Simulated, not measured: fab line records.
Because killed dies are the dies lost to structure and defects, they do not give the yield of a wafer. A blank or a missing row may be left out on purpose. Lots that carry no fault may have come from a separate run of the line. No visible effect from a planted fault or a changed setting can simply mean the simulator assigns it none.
fab line records	flow n5_finfet
record lots=5	wafers=14	last_day=17
route steps=1938 shown BEOL_M4@1099 BEOL_M5@1112 PASSIVATION@1930
lots that met no fault: taken from a fault-free run of the same line
start_h: hours from the record's opening day to when the first of the lot's shown wafers began	wait_h: hours from the lot's prior step to this one	" the same as in the row above	L1.1+2: a single row standing in for several wafers	- either no value or no given start	* or withheld: withheld	< > ~ a bound
route shown NAME@n: NAME is a module with steps in the file, n the number in the route of the first one	usual: mean/standard deviation taken from wafers without a fault	same: alike in all rows	chamber/n: place in a boat	sites: each site's reading	_std_site: how widely they spread, as a standard deviation	_edge_site: inner sites' mean taken away from outer sites' mean	radius_mm: how far each site lies from the wafer's centre	mask NAME#n: copy n	behind: the most recent tool/chamber to have shaped the wafer	hold: cause of the lot's hold/its duration in hours/its outcome	device: transistor that didn't switch, given as n, p or np	end of line: the route-end tests of the same wafers	for a step that has no rows: nothing shown but its recipe	killed: at the first sort, the dies lost to defects and structure; wafer yield is something else	map: shows each die of a wafer: x if killed, . if not, _ if none is there
set.NAME: the setting as run; set.NAME@STEP: as run at that earlier step	model.NAME: the simulator's own value behind a step, which no gauge read
lots at some steps of the route; a table a step, a row a wafer
services: from which hour (start_h, from the record's first day; less than 0 if before it) a tool's chamber was out of use, for how many hours, and why
## steps
# step N5_BEOL_M4_ANNEAL_95
# recipe temp_c=400	time_s=240	ambient=vacuum
# step N5_BEOL_M4_SPUTTER_96
# recipe material=Cu	target_thk_a=45	temp_c=-20	chamber_pressure_pa=0.07	power_w=withheld	time_s=8.29
# step N5_BEOL_M4_ECD_50
# recipe material=Cu	target_thk_a=3000
# step N5_BEOL_M4_ANNEAL_51
# recipe temp_c=225	time_s=90	ambient=N2
# step N5_BEOL_M4_CMP_52
# recipe stop_on=SiOC	t_overpolish_s=6.8	down_force_psi=1	platen_rpm=50	clearing_platen_down_force_psi=1.5	clearing_platen_rpm=50	post_cmp_clean=cu_alkaline	target_thk_nm=40	clearing_platen_pad_velocity_m_s=0.99484	pad_velocity_m_s=0.99484
# step N5_BEOL_M4_PRE_CLEAN_60
# recipe gas=NH3/H2	time_s=15	temp_c=*	rf_power_w=300
# step N5_BEOL_M4_CO_CAP_55
# recipe material=Co	target_thk_a=20	temp_c=200	precursor=CCTBA/H2	pressure_torr=30	time_s=102.1
# step N5_BEOL_M4_PRE_CLEAN_56
# recipe gas=NH3	time_s=15	temp_c=withheld	rf_power_w=300
# step N5_BEOL_M4_DEP_57
# recipe material=SiCN	target_thk_a=80	temp_c=withheld	precursor=3MS/NH3	pressure_torr=3	rf_w=202	time_s=14
# step N5_BEOL_M4_RC_MEAS_101
# usual DIBL_N=35.9/2.5	DIBL_P=36.0/3	IOFF_N=0.16/0.047	IOFF_P=0.21/0.047	ION_N=671/14	ION_P=460/8.8	SS_N=71.5/0.73	SS_P=73.2/0.91	VT_N=250/4.3	VT_P=-251/3.6
lot.wafer	tool	chamber	start_h	wait_h	DIBL_N[mV/V]	DIBL_P[mV/V]	IOFF_N[nA/um]	IOFF_P[nA/um]	ION_N[uA/um]	ION_P[uA/um]	SS_N[mV/dec]	SS_P[mV/dec]	VT_N[mV]	VT_P[mV]
L770.1	prober-02	0	182.78	0.0	39.2	40.9	0.29	0.31	712	481	72.3	74.6	235	-243
L770.4	"	0	"	"	35.0	35.5	0.15	0.20	667	461	71.3	73.6	251	-253
L770.5	"	0	"	"	39.8	41.4	0.26	0.31	691	473	72.5	74.5	242	-246
L776.1	prober-01	0	216.97	0.0	36.4	34.5	0.14	0.18	661	457	71.6	73.4	252	-253
L776.4	"	0	"	"	33.5	29.9	0.10	0.13	659	446	70.9	72.2	253	-257
L776.5	"	0	"	"	39.3	37.3	0.18	0.22	674	456	72.7	73.9	251	-253
L778.4	prober-02	0	225.67	0.5	35.1	36.8	0.16	0.24	669	471	71.4	72.6	249	-245
L778.5	"	0	"	"	38.6	41.1	0.23	0.29	690	478	71.3	73.3	246	-246
L782.2	prober-02	0	243.29	0.2	33.2	33.3	0.11	0.14	664	455	70.7	71.9	253	-257
L782.3	"	0	"	"	34.4	34.4	0.12	0.16	667	455	72.3	72.7	253	-256
L782.6	"	0	"	"	35.2	35.8	0.14	0.18	665	457	71.1	73.2	250	-253
L791.1	prober-01	0	300.37	0.0	35.3	35.2	0.14	0.19	670	459	71.5	73.5	250	-252
L791.3	"	0	"	"	40.0	41.6	0.24	0.31	682	470	72.3	74.5	244	-246
L791.4	"	0	"	"	37.4	37.6	0.16	0.22	655	454	72.2	73.9	250	-250
# step N5_BEOL_M5_ILD_DEP_00
# recipe material=SiCOH_lowk	target_thk_a=1406.4	temp_c=300	precursor=DEMS/porogen	pressure_torr=5	rf_w=500	time_s=25.9
# step N5_BEOL_M5_CURE_79
# recipe temp_c=385	time_s=240	ambient=He/Ar	material=SiCOH_lowk
# step N5_BEOL_M5_PECVD_70
# recipe material=SiO2	target_thk_a=160	temp_c=400	precursor=TEOS/O2	pressure_torr=5.5	rf_w=450	teos_flow_sccm=53.8	gas=O2	flow_sccm=3000	time_s=18
# step N5_BEOL_M5_HM_DEP_02
# recipe material=TiN	target_thk_a=200	temp_c=25	chamber_pressure_pa=0.49996
# step N5_BEOL_M5_COAT_59
# recipe resist=SOC	temp_c=250	time_s=60	spin_rpm=1500	resist_thk_nm=60
# step N5_BEOL_M5_COAT_60
# recipe resist=SiARC	temp_c=220	time_s=60	spin_rpm=1500	resist_thk_nm=12
# step N5_BEOL_M5_COAT_71
# recipe resist=underlayer	temp_c=205	time_s=60	spin_rpm=1500	resist_thk_nm=5
# step N5_BEOL_M5_COAT_05
# recipe resist=CAR-EUV	spin_rpm=1500	resist_thk_nm=30
# step N5_BEOL_M5_EBR_07
# recipe solvent=PGMEA	ebr_width_mm=1.5
# step N5_BEOL_M5_SOFTBAKE_06
# recipe temp_c=110	time_s=60	resist=CAR-EUV
# step N5_BEOL_M5_EXPOSE_08
# recipe mask_id=M5	na=0.33	source_shape=annular	sigma_inner=0.4	sigma_outer=0.8	polarization=unpolarized	target_cd_nm=28	dose_mj=35.75
# step N5_BEOL_M5_PEB_09
# recipe peb_temp_c=100	peb_time_s=60	resist=CAR-EUV
# step N5_BEOL_M5_DEVELOP_10
# recipe develop_time_s=30	developer=TMAH	resist=CAR-EUV	rinse_liquid=surfactant_rinse	dry=air_spin	dev_temp_c=23
# step N5_BEOL_M5_DESCUM_16
# recipe chemistry=O2	time_s=7	source_power_w=50	bias_power_w=20	pressure_mtorr=20	rf_frequency_hz=2.712e+07	temp_c=40	resist=CAR-EUV	o2_flow_sccm=225
# step N5_BEOL_M5_ETCH_72
# recipe chemistry=N2/H2	target=underlayer	target_depth_a=65	mask_material=CAR-EUV	time_s=5.2	ion_energy_ev=200	pressure_mtorr=30	source_w=840	bias_w=150	n2_flow_sccm=200	h2_flow_sccm=200	ends=cleared
# step N5_BEOL_M5_ETCH_61
# recipe chemistry=CF4	target=SiARC	target_depth_a=156	mask_material=CAR-EUV	time_s=26	ion_energy_ev=80	pressure_mtorr=40	source_w=545	bias_w=36	Ar_flow_sccm=100	cf4_flow_sccm=100	ends=cleared
# step N5_BEOL_M5_ETCH_62
# recipe chemistry=N2/H2	target=SOC	target_depth_a=750	overetch_a=150	mask_material=SiARC	temp_c=40	time_s=112.5	ion_energy_ev=200	pressure_mtorr=30	source_w=840	bias_w=150	n2_flow_sccm=200	h2_flow_sccm=200
# step N5_BEOL_M5_STRIP_63
# recipe chemistry=N2/H2	temp_c=40	n2_flow_sccm=200	h2_flow_sccm=200	rf_frequency_hz=6e+07
# step N5_BEOL_M5_STRIP_73
# recipe chemistry=N2/H2	temp_c=40	n2_flow_sccm=200	h2_flow_sccm=200	rf_frequency_hz=6e+07
# step N5_BEOL_M5_STRIP_64
# recipe chemistry=CF4	resist=SiARC	power_w=300	bias_power_w=75	pressure_mtorr=50	cf4_flow_sccm=150	rf_frequency_hz=6e+07
# step N5_BEOL_M5_HM_OPEN_17
# recipe chemistry=Cl2/BCl3	target_depth_a=200	overetch_a=60	target=TiN	mask_material=SOC	ion_energy_ev=150	pressure_mtorr=10	icp_w=1000	bias_w=126	Cl2_flow_sccm=53.25	bcl3_flow_sccm=21.75	Ar_flow_sccm=25
# step N5_BEOL_M5_STRIP_19
# recipe chemistry=O2	power_w=400	temp_c=40	pressure_mtorr=30	rf_frequency_hz=6e+07	bias_power_w=0	overash_fraction=0.2	o2_flow_sccm=225
# step N5_BEOL_M5_COAT_65
# recipe resist=SOC	temp_c=250	time_s=60	spin_rpm=1500	resist_thk_nm=60
# step N5_BEOL_M5_COAT_66
# recipe resist=SiARC	temp_c=220	time_s=60	spin_rpm=1500	resist_thk_nm=12
# step N5_PASSIVATION_ETCH_54
# recipe chemistry=CHF3/O2	target=SiO2	target_depth_a=8800	CHF3_flow_sccm=50	O2_flow_sccm=5	Ar_flow_sccm=200	time_s=440	mask_material=PR	pressure_mtorr=30	source_w=650	bias_w=170	ion_energy_ev=200
# usual O2_flow_sccm=5.000/0.015	drypump_motor_current_A=5.6/0.31	oes_product_au=0.81/0.072	rf_fwd_power_W=649.0/1.6	rf_vpp_V=523/13	showerhead_plenum_p_Torr=2.39/0.076	throttle_valve_pct=18.72/0.24
lot.wafer	tool	chamber	start_h	wait_h	O2_flow_sccm	drypump_motor_current_A	oes_product_au	rf_fwd_power_W	rf_hours_counter_h	rf_vpp_V	showerhead_plenum_p_Torr	throttle_valve_pct	model.PASSIVATION.feature_depth_nm	model.etch.depth_nm
L770.1	rie_diel-06	2	274.69	0.1	5.014	5.5	0.82	649.2	102	512	2.43	18.77	878.4	878.4
L770.4	"	3	"	"	5.003	5.9	0.68	650.3	246	502	2.27	19.03	863.6	863.7
L770.5	"	1	"	"	5.007	5.4	0.85	647.4	-	522	2.44	18.75	867.8	867.8
L776.1	rie_diel-06	2	311.33	0.1	5.008	5.5	0.80	649.0	117	510	2.42	18.78	885.6	885.7
L776.4	"	0	"	"	5.006	6.0	0.81	653.1	84	525	2.32	18.56	845.4	845.3
L776.5	"	1	"	"	5.013	5.4	0.79	649.0	-	521	2.44	18.77	689	688.9
L778.4	rie_diel-06	1	327.17	0.1	4.999	5.4	0.82	649.0	89	522	2.44	18.78	885.8	885.9
L778.5	"	1	"	"	5.015	5.4	0.78	650.0	-	522	2.44	18.78	682.8	682.8
L782.2	rie_diel-06	3	351.51	0.1	4.997	5.9	0.91	649.1	15	510	2.55	18.58	872.2	872.2
L782.3	"	1	"	"	5.003	5.4	0.77	651.1	98	521	2.43	18.79	684.2	684.2
L782.6	"	3	"	"	4.999	5.9	0.91	650.8	-	509	2.55	18.59	864	864
L791.1	rie_diel-03	1	403.97	0.1	5.012	5.2	0.74	649.4	195	536	2.28	18.75	852.2	852.2
L791.3	"	2	"	"	4.992	5.7	0.80	648.6	120	544	2.42	18.72	851.4	851.4
L791.4	"	3	"	"	4.999	5.9	0.69	648.3	246	511	2.35	18.78	851.6	851.6
# step N5_PASSIVATION_PROBE_49
# usual defect_limited_yield=91.4/1.4	killed_at_M0_to_M3=34/8.9	killed_at_M4_up=13/4.6	killed_at_contacts=12/5.5	killed_at_front_end=41/11	killed_at_other=3.1/2.9	killed_dies=102/16	killed_on_rim=13/4.2	killed_open=66/11	killed_short=34/7.6	sort_bin_4_leakage=0.01/0.14	sort_bin_5_function=5.1/0.89	sort_bin_6_memory=3.2/0.61	sort_n_pass=1078/16	sort_yield_pct=91.3/1.4
# same gross_dies=1180	killed_at_back_side=0	sort_bin_8_speed[%]=0
lot.wafer	tool	chamber	start_h	wait_h	defect_limited_yield[%]	killed_at_M0_to_M3	killed_at_M4_up	killed_at_contacts	killed_at_front_end	killed_at_other	killed_dies	killed_on_rim	killed_open	killed_short	sort_bin_4_leakage[%]	sort_bin_5_function[%]	sort_bin_6_memory[%]	sort_n_pass	sort_yield_pct[%]
L770.1	prober-01	-	277.52	0.0	89.6	52	19	9	43	0	123	12	72	49	0.25	6.1	4.2	1054	89.3
L770.4	prober-01	-	277.67	0.2	92.5	33	19	5	26	6	89	12	58	30	0	5.0	2.4	1091	92.5
L770.5	prober-01	-	277.72	0.2	93.0	38	8	10	26	1	83	7	61	21	0	3.7	2.9	1097	93.0
L776.5	prober-01	-	314.31	0.2	0.1	37	9	24	44	1065	1179	151	82	33	0	96.1	3.3	1	0.1
L778.4	prober-02	-	330.10	0.2	91.9	35	12	11	30	8	96	17	65	31	0	4.9	2.9	1084	91.9
L778.5	prober-02	-	330.15	0.2	0	35	5	8	26	1106	1180	152	60	18	0	96.8	3.2	0	0
L782.2	prober-01	-	354.34	0.1	91.4	29	9	17	45	2	102	14	62	34	0	4.8	3.0	1078	91.4
L782.3	prober-01	-	354.39	0.1	0	15	6	12	45	1102	1180	152	55	29	0	97.5	2.1	0	0
L782.6	prober-01	-	354.54	0.3	92.6	31	1	14	39	2	87	18	64	23	0	4.4	2.9	1093	92.6
L791.1	prober-01	-	407.78	0.0	90.3	35	17	16	45	1	114	20	73	34	0	5.0	3.6	1066	90.3
L791.3	prober-01	-	407.88	0.1	92.9	37	16	9	18	4	84	14	65	19	0	4.7	2.3	1096	92.9
L791.4	prober-01	-	407.93	0.2	92.2	23	12	4	48	5	92	10	61	31	0	4.6	2.8	1088	92.2
# killed by level:class
L770.1 BEOL_M0_SAQP:geometric_particle:open=12 BEOL_M3:geometric_particle:open=12 FIN_SAQP:geometric_particle:short=10 MOL_CONTACT_COAG:geometric_particle:open=9 BEOL_M0_SAQP:geometric_particle:short=9 FIN_SAQP:geometric_particle:open=7 GATE_CUT:geometric_particle:short=7 BEOL_M4:geometric_particle:open=6
L770.4 BEOL_M2:geometric_particle:open=11 BEOL_M4:geometric_particle:open=8 BEOL_M3:geometric_particle:open=6 GATE_CUT:geometric_particle:open=5 GATE_CUT:geometric_particle:short=5 BEOL_M0_SAQP:geometric_particle:short=5 FIN_SAQP:geometric_particle:open=4 FIN_SAQP:geometric_particle:short=4
L770.5 BEOL_M3:geometric_particle:open=19 FIN_SAQP:geometric_particle:open=10 MOL_CONTACT_COAG:geometric_particle:open=9 FIN_SAQP:geometric_particle:short=6 BEOL_M1:geometric_particle:open=5 BEOL_M0_SAQP:geometric_particle:open=3 BEOL_M2:geometric_particle:open=3 BEOL_M5:geometric_particle:open=3
L776.5 PASSIVATION:area_etch=1063 MOL_CONTACT_COAG:geometric_particle:open=19 STI_FIN_REVEAL:geometric_particle:open=12 BEOL_M1:geometric_particle:open=11 BEOL_M3:geometric_particle:open=9 FIN_SAQP:geometric_particle:short=6 DUMMY_GATE:geometric_particle:open=6 GATE_CUT:geometric_particle:short=5
L778.4 BEOL_M3:geometric_particle:open=12 MOL_CONTACT_COAG:geometric_particle:open=10 BEOL_M0_SAQP:geometric_particle:open=7 BEOL_M0_SAQP:geometric_particle:short=6 GATE_CUT:geometric_particle:open=5 MIM_TOP:geometric_particle:short=5 FIN_SAQP:geometric_particle:open=4 FIN_SAQP:geometric_particle:short=4
L778.5 PASSIVATION:area_etch=1102 BEOL_M0_SAQP:geometric_particle:open=11 BEOL_M1:geometric_particle:open=10 FIN_SAQP:geometric_particle:open=8 MOL_CONTACT_COAG:geometric_particle:open=6 BEOL_M2:geometric_particle:open=5 BEOL_M0_SAQP:geometric_particle:short=4 STARTING-WAFER:geometric_particle:open=4
L782.2 MOL_CONTACT_COAG:geometric_particle:open=13 FIN_SAQP:geometric_particle:short=12 BEOL_M2:geometric_particle:open=7 STI_FIN_REVEAL:geometric_particle:open=6 BEOL_M0:geometric_particle:open=6 BEOL_M3:geometric_particle:open=6 HKMG_FIN:area_etch=6 FIN_SAQP:geometric_particle:open=5
L782.3 PASSIVATION:area_etch=1095 FIN_SAQP:geometric_particle:open=17 STI_FIN_REVEAL:geometric_particle:open=9 MOL_CONTACT_COAG:geometric_particle:open=9 FIN_SAQP:geometric_particle:short=7 BEOL_M0_SAQP:geometric_particle:short=4 BEOL_M3:geometric_particle:open=4 MOL_CONTACT_COAG:geometric_particle:short=3
L782.6 STI_FIN_REVEAL:geometric_particle:open=13 BEOL_M3:geometric_particle:open=13 MOL_CONTACT_COAG:geometric_particle:open=12 FIN_SAQP:geometric_particle:open=7 FIN_SAQP:geometric_particle:short=6 BEOL_M0_SAQP:geometric_particle:short=4 BEOL_M0_SAQP:geometric_particle:open=4 BEOL_M1:geometric_particle:open=3
L791.1 MOL_CONTACT_COAG:geometric_particle:open=15 BEOL_M3:geometric_particle:open=11 BEOL_M4:geometric_particle:open=10 HKMG_FIN:area_etch=7 STARTING-WAFER:geometric_particle:short=6 BEOL_M0_SAQP:geometric_particle:open=6 BEOL_M1:geometric_particle:open=6 STI_FIN_REVEAL:geometric_particle:open=5
L791.3 BEOL_M1:geometric_particle:open=14 BEOL_M3:geometric_particle:open=8 MOL_CONTACT_COAG:geometric_particle:open=7 FIN_SAQP:geometric_particle:open=6 BEOL_M4:geometric_particle:open=6 BEOL_M0_SAQP:geometric_particle:open=5 BEOL_M4:geometric_particle:short=4 FIN_SAQP:geometric_particle:short=3
L791.4 FIN_SAQP:geometric_particle:open=13 BEOL_M3:geometric_particle:open=10 FIN_SAQP:geometric_particle:short=9 BEOL_M1:geometric_particle:open=5 STI_FIN_REVEAL:geometric_particle:open=4 BEOL_M4:geometric_particle:open=4 PASS1_CAP:geometric_particle:short=4 ILD0:geometric_particle:short=3
# map L776.5 (x killed, . not)
_________________xxxxxxxxxxxx________________
______________xxxxxxxxxxxxxxxxxx_____________
___________xxxxxxxxxxxxxxxxxxxxxxxx__________
__________xxxxxxxxxxxxxxxxxxxxxxxxxx_________
________xxxxxxxxxxxxxxxxxxxxxxxxxxxxxx_______
_______xxxxxxxxxxxxxxxxxxxxxxxxxxxxxxxx______
______xxxxxxxxxxxxxxxxxxxxxxxxxxxxxxxxxx_____
_____xxxxxxxxxxxxxxxxxxxxxxxxxxxxxxxxxxxx____
____xxxxxxxxxxxxxxxxxxxxxxxxxxxxxxxxxxxxxx___
___xxxxxxxxxxxxxxxxxxxxxxxxxxxxxxxxxxxxxxxx__
___xxxxxxxxxxxxxxxxxxxxxxxxxxxxxxxxxxxxxxxx__
__xxxxxxxxxxxxxxxxxxxxxxxxxxxxxxxxxxxxxxxxxx_
__xxxxxxxxxxxxxxxxxxxxxxxxxxxxxxxxxxxxxxxxxx_
_xxxxxxxxxxxxxxxxxxxxxxxxxxxxxxxxxxxxxxxxxxxx
_xxxxxxxxxxxxxxxxxxxxxxxxxxxxxxxxxxxxxxxxxxxx
_xxxxxxxxxxxxxxxxxxxxxxxxxxxxxxxxxxxxxxxxxxxx
_xxxxxxxxxxxxxxxxxxxxxxxxxxxxxxxxxxxxxxxxxxxx
_xxxxxxxxxxxxxxxxxxxxxxxxxxxxxxxxxxxxxxxxxxxx
_xxxxxxxxxxxxxxxxxxxxxxxxxxxxxxxxxxxxxxxxxxxx
_xxxxxxxxxxxxxxxxxxxxxxxxxxxxxxxxxxxxxxxxxxxx
_xxxxxxxxxxxxxxxxxxxxxxxxxxxxxxxxxxxxxxxxxxxx
__xxxxxxxxxxxxxxxxxxxxxxxxxxxxxxxxxxxxxxxxxx_
__xxxxxxxxxxxxxxxxxxxxxxxxxxxxxxxxxxxxxxxxxx_
___xxxxxxxxxxxxxxxxxxxxxxxxxxxxxxxxxxxxxxxx__
___xxxxxxxxxxxxxxxxxxxxxxxxxxxxxxxxxxxxxxxx__
____xxxxxxxxxxxxxxxxxxxxxxxxxxxxxxxxxxxxxx___
_____xxxxxxxxxxxxxxxxxxxxxxxxxxxxxxxxxxxx____
______xxxxxxxxxxxxxxxxxxxxxxxxxxxxxxxxxx_____
_______xxxxxxxxxxxxxxxxxxxxxxxxxxxxxxxx______
________xxxxxxxxxxxxxxxxxxxxxxxxxxxxxx_______
__________xxxxxxxxxxxxxxxxxxxxxxxxxx_________
___________xxxxxxxxxxxxxxxxxxxxxxxx__________
______________xxxxxxxxxxxxxxxxxx_____________
_________________x.xxxxxxxxxx________________
# map L778.5 (x killed, . not)
_________________xxxxxxxxxxxx________________
______________xxxxxxxxxxxxxxxxxx_____________
___________xxxxxxxxxxxxxxxxxxxxxxxx__________
__________xxxxxxxxxxxxxxxxxxxxxxxxxx_________
________xxxxxxxxxxxxxxxxxxxxxxxxxxxxxx_______
_______xxxxxxxxxxxxxxxxxxxxxxxxxxxxxxxx______
______xxxxxxxxxxxxxxxxxxxxxxxxxxxxxxxxxx_____
_____xxxxxxxxxxxxxxxxxxxxxxxxxxxxxxxxxxxx____
____xxxxxxxxxxxxxxxxxxxxxxxxxxxxxxxxxxxxxx___
___xxxxxxxxxxxxxxxxxxxxxxxxxxxxxxxxxxxxxxxx__
___xxxxxxxxxxxxxxxxxxxxxxxxxxxxxxxxxxxxxxxx__
__xxxxxxxxxxxxxxxxxxxxxxxxxxxxxxxxxxxxxxxxxx_
__xxxxxxxxxxxxxxxxxxxxxxxxxxxxxxxxxxxxxxxxxx_
_xxxxxxxxxxxxxxxxxxxxxxxxxxxxxxxxxxxxxxxxxxxx
_xxxxxxxxxxxxxxxxxxxxxxxxxxxxxxxxxxxxxxxxxxxx
_xxxxxxxxxxxxxxxxxxxxxxxxxxxxxxxxxxxxxxxxxxxx
_xxxxxxxxxxxxxxxxxxxxxxxxxxxxxxxxxxxxxxxxxxxx
_xxxxxxxxxxxxxxxxxxxxxxxxxxxxxxxxxxxxxxxxxxxx
_xxxxxxxxxxxxxxxxxxxxxxxxxxxxxxxxxxxxxxxxxxxx
_xxxxxxxxxxxxxxxxxxxxxxxxxxxxxxxxxxxxxxxxxxxx
_xxxxxxxxxxxxxxxxxxxxxxxxxxxxxxxxxxxxxxxxxxxx
__xxxxxxxxxxxxxxxxxxxxxxxxxxxxxxxxxxxxxxxxxx_
__xxxxxxxxxxxxxxxxxxxxxxxxxxxxxxxxxxxxxxxxxx_
___xxxxxxxxxxxxxxxxxxxxxxxxxxxxxxxxxxxxxxxx__
___xxxxxxxxxxxxxxxxxxxxxxxxxxxxxxxxxxxxxxxx__
____xxxxxxxxxxxxxxxxxxxxxxxxxxxxxxxxxxxxxx___
_____xxxxxxxxxxxxxxxxxxxxxxxxxxxxxxxxxxxx____
______xxxxxxxxxxxxxxxxxxxxxxxxxxxxxxxxxx_____
_______xxxxxxxxxxxxxxxxxxxxxxxxxxxxxxxx______
________xxxxxxxxxxxxxxxxxxxxxxxxxxxxxx_______
__________xxxxxxxxxxxxxxxxxxxxxxxxxx_________
___________xxxxxxxxxxxxxxxxxxxxxxxx__________
______________xxxxxxxxxxxxxxxxxx_____________
_________________xxxxxxxxxxxx________________
## services
tool	chamber	start_h	hours	kind
rie_diel-06	3	253.06	2.6	repair
rie_diel-06	3	286.58	-	clean
rie_diel-06	3	286.58	-	consumable_replace:focus_ring
rie_diel-06	3	286.58	-	consumable_replace:showerhead
rie_diel-06	3	286.58	22.1	scheduled_down
rie_diel-06	3	286.58	22.1	vent_cycle
rie_diel-03	-	308.90	0.2	repair
rie_diel-06	3	322.17	1.7	repair
rie_diel-03	2	339.80	2.8	repair
rie_diel-03	-	401.02	0.7	repair
## key
first_sign step=N5_PASSIVATION_PROBE_49	reading=killed_at_other	direction=up	sigmas=99+	usual=3.1	struck=1091
effect step=N5_PASSIVATION_PROBE_49	reading=sort_bin_5_function	direction=up	sigmas=99+	usual=5.1	struck=96.8
model_effect step=N5_PASSIVATION_ETCH_54	value=PASSIVATION.feature_depth_nm	without=881.1	struck=685.3
more_kills_born_at N5_PASSIVATION_ETCH_54@rie_diel-06=3260
met_at N5_PASSIVATION_ETCH_54
struck_wafers L776.5,L778.5,L782.3
later_rows_left_out L776.5,L778.5,L782.3
onset_between 274.69 311.33
fault kind=process_parameter_drift	tool=rie_diel-06	chamber=-	onset_h=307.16	steps=N5_PASSIVATION_ETCH_54	channel=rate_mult	offset=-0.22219	shape=step	end_h=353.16	scope=struck_wafers_only
# later_rows_left_out: the simulator's readings of these wafers behind a module that went badly wrong aren't trusted and aren't shown, but for the sort
